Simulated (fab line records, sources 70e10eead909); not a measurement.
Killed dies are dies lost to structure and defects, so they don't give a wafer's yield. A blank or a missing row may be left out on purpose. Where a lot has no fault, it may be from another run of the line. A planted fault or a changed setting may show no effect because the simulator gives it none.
Which of the tools did it? :: flow nandHarc :: 13 lots, 37 wafers sampled, at 6 steps of a route of 1302

## WHAT THE GAUGES SHOWED, per wafer
NHARC_A_ONON_D2_THK_MEAS_08: measures by ellipsometry.
lot: L498
measured: day 13 04:16
on: filmMetro-02
thkNm (nm): 1004 1004 1004

lot: L501
measured: day 14 05:04
on: filmMetro-01
thkNm (nm): 996 995 999

lot: L502
measured: day 14 07:40
on: filmMetro-02
thkNm (nm): 1002 1004 1003

lot: L503
measured: day 14 19:41
on: filmMetro-02
thkNm (nm): 1005 1005 1004

lot: L504
measured: day 15 18:17
on: filmMetro-01
thkNm (nm): 994 996 995

lot: L505
measured: day 16 01:47
on: filmMetro-01
thkNm (nm): 994 994 993

lot: L507
measured: day 17 02:49
on: filmMetro-01
thkNm (nm): 977 978 975

lot: L511
measured: day 18 18:41
on: filmMetro-01
thkNm (nm): 1014 1012 1013

lot: L510
measured: day 18 18:44
on: filmMetro-01
thkNm (nm): 1503 1502

lot: L512
measured: day 19 03:40
on: filmMetro-02
thkNm (nm): 1004 1513 1004 1004 1515 1005

lot: L518
measured: day 21 09:16
on: filmMetro-01
thkNm (nm): 1013 1013 1011

lot: L519
measured: day 22 01:43
on: filmMetro-02
thkNm (nm): 1005 1004 1003

lot: L520
measured: day 22 01:33
on: filmMetro-02
thkNm (nm): 1004 1004 1006

NHARC_END_SORT_01.
lot: L502
measured: day 25 21:42
on: prober-02
killedAtArray: 73 67 63
killedAtOther: 1 1 5
killedAtPeriphery: 3 8 7
killedDies: 77 76 75
killedOpen: 8 4 2
killedShort: 1 1 7

lot: L503
measured: day 27 00:28
on: prober-01
killedAtArray: 82 43 65
killedAtOther: 0 0 0
killedAtPeriphery: 7 7 6
killedDies: 89 50 71
killedOpen: 1 2 3
killedShort: 3 2 1

lot: L511
measured: day 31 06:33
on: prober-02
killedAtArray: 33 36 26
killedAtOther: 1 2 2
killedAtPeriphery: 3 4 6
killedDies: 37 42 34
killedOpen: 2 5 4
killedShort: 2 3 2

lot: L510
measured: day 30 08:31
on: prober-02
killedAtArray: 669
killedAtOther: 2
killedAtPeriphery: 6
killedDies: 677
killedOpen: 9
killedShort: 0

lot: L512
measured: day 30 21:44
on: prober-01
killedAtArray: 108 672 91
killedAtOther: 1 2 0
killedAtPeriphery: 3 3 6
killedDies: 112 677 97
killedOpen: 4 3 7
killedShort: 2 1 2

lot: L518
measured: day 33 09:34
on: prober-02
killedAtArray: 61 48 49
killedAtOther: 0 0 0
killedAtPeriphery: 9 5 7
killedDies: 70 53 56
killedOpen: 5 2 4
killedShort: 4 0 6

lot: L520
measured: day 34 09:34
on: prober-01
killedAtArray: 60 73 82
killedAtOther: 1 0 0
killedAtPeriphery: 2 3 4
killedDies: 63 76 86
killedOpen: 2 7 6
killedShort: 1 1 0

## EACH LOT AND THE TOOL THAT RAN IT (in order: tool; ch and the chambers of the sampled wafers; start)
lot: L498
NHARC_A_CHANNEL_FILL_D1_ALD_02: aldHk-03 ch 0,2,3, day 9 13:28
NHARC_A_CHANNEL_FILL_D1_ALD_16: aldHk-01 ch 1,2,3, day 10 01:41
NHARC_A_CHANNEL_FILL_D1_ETCHBACK_08: rieDiel-12 ch 0,1,3, day 13 03:49 or earlier
NHARC_A_ONON_D2_DEP_06: pecvdOnon-03 ch 0, day 13 03:49

lot: L501
NHARC_A_CHANNEL_FILL_D1_ALD_02: aldHk-01 ch 0,1,3, day 10 11:43
NHARC_A_CHANNEL_FILL_D1_ALD_16: aldHk-03 ch 0,3, day 10 23:51
NHARC_A_CHANNEL_FILL_D1_ETCHBACK_08: rieDiel-05 ch 1,2, day 14 04:34 or earlier
NHARC_A_ONON_D2_DEP_06: pecvdOnon-03 ch 0, day 14 04:34

lot: L502
NHARC_A_CHANNEL_FILL_D1_ALD_02: aldHk-03 ch 0,1,3, day 10 18:27
NHARC_A_CHANNEL_FILL_D1_ALD_16: aldHk-04 ch 0,3, day 11 06:38
NHARC_A_CHANNEL_FILL_D1_ETCHBACK_08: rieDiel-05 ch 2,3, day 14 07:10 or earlier
NHARC_A_ONON_D2_DEP_06: pecvdOnon-01 ch 0, day 14 07:10

lot: L503
NHARC_A_CHANNEL_FILL_D1_ALD_02: aldHk-03 ch 1,2,3, day 11 04:11
NHARC_A_CHANNEL_FILL_D1_ALD_16: aldHk-01 ch 0,3, day 11 18:10
NHARC_A_CHANNEL_FILL_D1_ETCHBACK_08: rieDiel-12 ch 1,2, day 14 19:20 or earlier
NHARC_A_ONON_D2_DEP_06: pecvdOnon-01 ch 0, day 14 19:20

lot: L504
NHARC_A_CHANNEL_FILL_D1_ALD_02: aldHk-03 ch 1,2,3, day 12 00:30
NHARC_A_CHANNEL_FILL_D1_ALD_16: aldHk-01 ch 0,2, day 12 14:30
NHARC_A_CHANNEL_FILL_D1_ETCHBACK_08: rieDiel-03 ch 0,2, day 15 17:53 or earlier
NHARC_A_ONON_D2_DEP_06: pecvdOnon-03 ch 0, day 15 17:53

lot: L505
NHARC_A_CHANNEL_FILL_D1_ALD_02: aldHk-01 ch 0,1,3, day 12 11:14
NHARC_A_CHANNEL_FILL_D1_ALD_16: aldHk-04 ch 0,1, day 12 22:39
NHARC_A_CHANNEL_FILL_D1_ETCHBACK_08: rieDiel-05 ch 0,1,2, day 16 01:20 or earlier
NHARC_A_ONON_D2_DEP_06: pecvdOnon-01 ch 0, day 16 01:20

lot: L507
NHARC_A_CHANNEL_FILL_D1_ALD_02: aldHk-03 ch 1,2, day 13 14:55
NHARC_A_CHANNEL_FILL_D1_ALD_16: aldHk-03 ch 0,1,3, day 14 03:19
NHARC_A_CHANNEL_FILL_D1_ETCHBACK_08: rieDiel-03 ch 0,1,3, day 17 02:19 or earlier
NHARC_A_ONON_D2_DEP_06: pecvdOnon-03 ch 0, day 17 02:19

lot: L511
NHARC_A_CHANNEL_FILL_D1_ALD_02: aldHk-01 ch 0,1,2, day 15 01:38
NHARC_A_CHANNEL_FILL_D1_ALD_16: aldHk-01 ch 0,1,3, day 15 13:49
NHARC_A_CHANNEL_FILL_D1_ETCHBACK_08: rieDiel-05 ch 0,2,3, day 18 18:10 or earlier
NHARC_A_ONON_D2_DEP_06: pecvdOnon-04 ch 0, day 18 18:10

lot: L510
NHARC_A_CHANNEL_FILL_D1_ALD_02: aldHk-01 ch 2, day 15 02:49
NHARC_A_CHANNEL_FILL_D1_ALD_16: aldHk-03 ch 1, day 15 13:53
NHARC_A_CHANNEL_FILL_D1_ETCHBACK_08: rieDiel-12 ch 3, day 18 18:27 or earlier
NHARC_A_ONON_D2_DEP_06: pecvdOnon-01 ch 0, day 18 18:27

lot: L512
NHARC_A_CHANNEL_FILL_D1_ALD_02: aldHk-03 ch 0,2,3, day 15 12:23
NHARC_A_CHANNEL_FILL_D1_ALD_16: aldHk-04 ch 0,1,2, day 16 00:22
NHARC_A_CHANNEL_FILL_D1_ETCHBACK_08: rieDiel-12 ch 1,2,3, day 19 03:13 or earlier
NHARC_A_ONON_D2_DEP_06: pecvdOnon-01 ch 0, day 19 03:13

lot: L518
NHARC_A_CHANNEL_FILL_D1_ALD_02: aldHk-01 ch 0,1, day 17 15:55
NHARC_A_CHANNEL_FILL_D1_ALD_16: aldHk-04 ch 1,2,3, day 18 04:08
NHARC_A_CHANNEL_FILL_D1_ETCHBACK_08: rieDiel-12 ch 2,3, day 21 08:56 or earlier
NHARC_A_ONON_D2_DEP_06: pecvdOnon-04 ch 0, day 21 08:56

lot: L519
NHARC_A_CHANNEL_FILL_D1_ALD_02: aldHk-03 ch 0,3, day 17 23:22
NHARC_A_CHANNEL_FILL_D1_ALD_16: aldHk-01 ch 0,1, day 18 11:33
NHARC_A_CHANNEL_FILL_D1_ETCHBACK_08: rieDiel-05 ch 0,1,3, day 22 01:19 or earlier
NHARC_A_ONON_D2_DEP_06: pecvdOnon-03 ch 0, day 22 01:19

lot: L520
NHARC_A_CHANNEL_FILL_D1_ALD_02: aldHk-01 ch 0,2,3, day 18 07:44
NHARC_A_CHANNEL_FILL_D1_ALD_16: aldHk-01 ch 0,1,2, day 18 19:59
NHARC_A_CHANNEL_FILL_D1_ETCHBACK_08: rieDiel-05 ch 0,1, day 22 01:02 or earlier
NHARC_A_ONON_D2_DEP_06: pecvdOnon-01 ch 0, day 22 01:02
- NHARC_A_CHANNEL_FILL_D1_ALD_02: deposits SiO2, target thk 6 nm, pulse time 10 s, ald cycles 60.
- NHARC_A_CHANNEL_FILL_D1_ALD_16: deposits SiO2, target thk 1.5 nm, pulse time 10 s, ald cycles 15.
- NHARC_A_CHANNEL_FILL_D1_ETCHBACK_08: etches the open film in C4F8, target depth 220 nm, time 110 s.
- NHARC_A_ONON_D2_DEP_06: target thk 1000 nm.

## WHAT THE TOOLS THEMSELVES READ (means of the sampled wafers that have a number; where no wafer has one, the mark that the record gives instead)
NHARC_A_CHANNEL_FILL_D1_ALD_02.
lot: L498
tool: aldHk-03
heaterPowerW (W): 463
precursorPulseHeightRel: 0.989

lot: L501
tool: aldHk-01
heaterPowerW (W): 492
precursorPulseHeightRel: 0.989

lot: L502
tool: aldHk-03
heaterPowerW (W): 474
precursorPulseHeightRel: 1.002

lot: L503
tool: aldHk-03
heaterPowerW (W): 461
precursorPulseHeightRel: 1.007

lot: L504
tool: aldHk-03
heaterPowerW (W): 467
precursorPulseHeightRel: 0.991

lot: L505
tool: aldHk-01
heaterPowerW (W): 494
precursorPulseHeightRel: 0.976

lot: L507
tool: aldHk-03
heaterPowerW (W): 412
precursorPulseHeightRel: 1.008

lot: L511
tool: aldHk-01
heaterPowerW (W): 479
precursorPulseHeightRel: 1.012

lot: L510
tool: aldHk-01
heaterPowerW (W): 496
precursorPulseHeightRel: 1.023

lot: L512
tool: aldHk-03
heaterPowerW (W): 467
precursorPulseHeightRel: 0.984

lot: L518
tool: aldHk-01
heaterPowerW (W): 484
precursorPulseHeightRel: 1.012

lot: L519
tool: aldHk-03
heaterPowerW (W): 468
precursorPulseHeightRel: 1.015

lot: L520
tool: aldHk-01
heaterPowerW (W): 503
precursorPulseHeightRel: 1.010

NHARC_A_CHANNEL_FILL_D1_ALD_16.
lot: L498
tool: aldHk-01
heaterPowerW (W): 491
precursorPulseHeightRel: 0.993

lot: L501
tool: aldHk-03
heaterPowerW (W): 516
precursorPulseHeightRel: 1.001

lot: L502
tool: aldHk-04
heaterPowerW (W): 494
precursorPulseHeightRel: 1.007

lot: L503
tool: aldHk-01
heaterPowerW (W): 512
precursorPulseHeightRel: 1.003

lot: L504
tool: aldHk-01
heaterPowerW (W): 504
precursorPulseHeightRel: 0.993

lot: L505
tool: aldHk-04
heaterPowerW (W): 533
precursorPulseHeightRel: 0.998

lot: L507
tool: aldHk-03
heaterPowerW (W): 474
precursorPulseHeightRel: 0.993

lot: L511
tool: aldHk-01
heaterPowerW (W): 487
precursorPulseHeightRel: 1.024

lot: L510
tool: aldHk-03
heaterPowerW (W): 432
precursorPulseHeightRel: 1.021

lot: L512
tool: aldHk-04
heaterPowerW (W): 521
precursorPulseHeightRel: 1.016

lot: L518
tool: aldHk-04
heaterPowerW (W): 495
precursorPulseHeightRel: 0.996

lot: L519
tool: aldHk-01
heaterPowerW (W): 476
precursorPulseHeightRel: 0.994

lot: L520
tool: aldHk-01
heaterPowerW (W): 493
precursorPulseHeightRel: 1.000

NHARC_A_CHANNEL_FILL_D1_ETCHBACK_08.
lot: L498
tool: rieDiel-12
chamberPressureMTorr (mTorr): 25.017
oesProductAu (a.u.): 0.93
rfVppV (V): 439.7

lot: L501
tool: rieDiel-05
chamberPressureMTorr (mTorr): 25.006
oesProductAu (a.u.): 0.95
rfVppV (V): 441.1

lot: L502
tool: rieDiel-05
chamberPressureMTorr (mTorr): 24.988
oesProductAu (a.u.): 0.96
rfVppV (V): 442.1

lot: L503
tool: rieDiel-12
chamberPressureMTorr (mTorr): 24.996
oesProductAu (a.u.): 1.00
rfVppV (V): 443.5

lot: L504
tool: rieDiel-03
chamberPressureMTorr (mTorr): 24.999
oesProductAu (a.u.): 1.00
rfVppV (V): 438.4

lot: L505
tool: rieDiel-05
chamberPressureMTorr (mTorr): 25.003
oesProductAu (a.u.): 0.99
rfVppV (V): 441.2

lot: L507
tool: rieDiel-03
chamberPressureMTorr (mTorr): 25.005
oesProductAu (a.u.): 0.94
rfVppV (V): 439.2

lot: L511
tool: rieDiel-05
chamberPressureMTorr (mTorr): 24.985
oesProductAu (a.u.): 0.92
rfVppV (V): 440.8

lot: L510
tool: rieDiel-12
chamberPressureMTorr (mTorr): 25.015
oesProductAu (a.u.): 0.99
rfVppV (V): 437.8

lot: L512
tool: rieDiel-12
chamberPressureMTorr (mTorr): 24.978
oesProductAu (a.u.): 0.92
rfVppV (V): 441.0

lot: L518
tool: rieDiel-12
chamberPressureMTorr (mTorr): 25.031
oesProductAu (a.u.): 0.92
rfVppV (V): 439.8

lot: L519
tool: rieDiel-05
chamberPressureMTorr (mTorr): 25.020
oesProductAu (a.u.): 1.00
rfVppV (V): 438.8

lot: L520
tool: rieDiel-05
chamberPressureMTorr (mTorr): 25.020
oesProductAu (a.u.): 0.92
rfVppV (V): 439.4

## THE ANSWER, worked out from the rows above alone
Rule: the lots themselves supply what counts as usual. Put in order of their means at a reading, lots are off if they are a third of the lots or fewer, leave a main group of 4 or more, and stand apart from it by a gap of 3 or more times the standard deviation of the main group's means; of several such gaps the widest counts. The tables above print the reading to a certain number of digits; a main group whose means all agree to those digits is not used. Also off: a lot with no number at a reading for which 4 or more lots have one. All remaining lots with rows at the step are treated as sound. The gauges are gone through in route order, then the tools' own readings, and for those a lot's mean is taken as printed above. The first step at which some lot is off is used, and at that step the reading that is off furthest; a lot without a number counts as furthest.
Off, at NHARC_A_ONON_D2_THK_MEAS_08 on thkNm: L510, L512. The main group has a mean of 1001 nm with a standard deviation of 9.6.
If a tool, at a process step before that reading, ran all the lots that are off and no sound lot after the first of them, it fits. Not tried: the gauges at NHARC_A_ONON_D2_THK_MEAS_08; whatever is off there is also off at NHARC_END_SORT_01, on other tools, and gauge error can't account for it. With no start given for some of its lots, NHARC_A_CHANNEL_FILL_D1_ETCHBACK_08 uses the hours and lot order of NHARC_A_ONON_D2_DEP_06. Not one of the candidates tried fits.

## WHAT WAS PUT IN BY THE SIMULATOR
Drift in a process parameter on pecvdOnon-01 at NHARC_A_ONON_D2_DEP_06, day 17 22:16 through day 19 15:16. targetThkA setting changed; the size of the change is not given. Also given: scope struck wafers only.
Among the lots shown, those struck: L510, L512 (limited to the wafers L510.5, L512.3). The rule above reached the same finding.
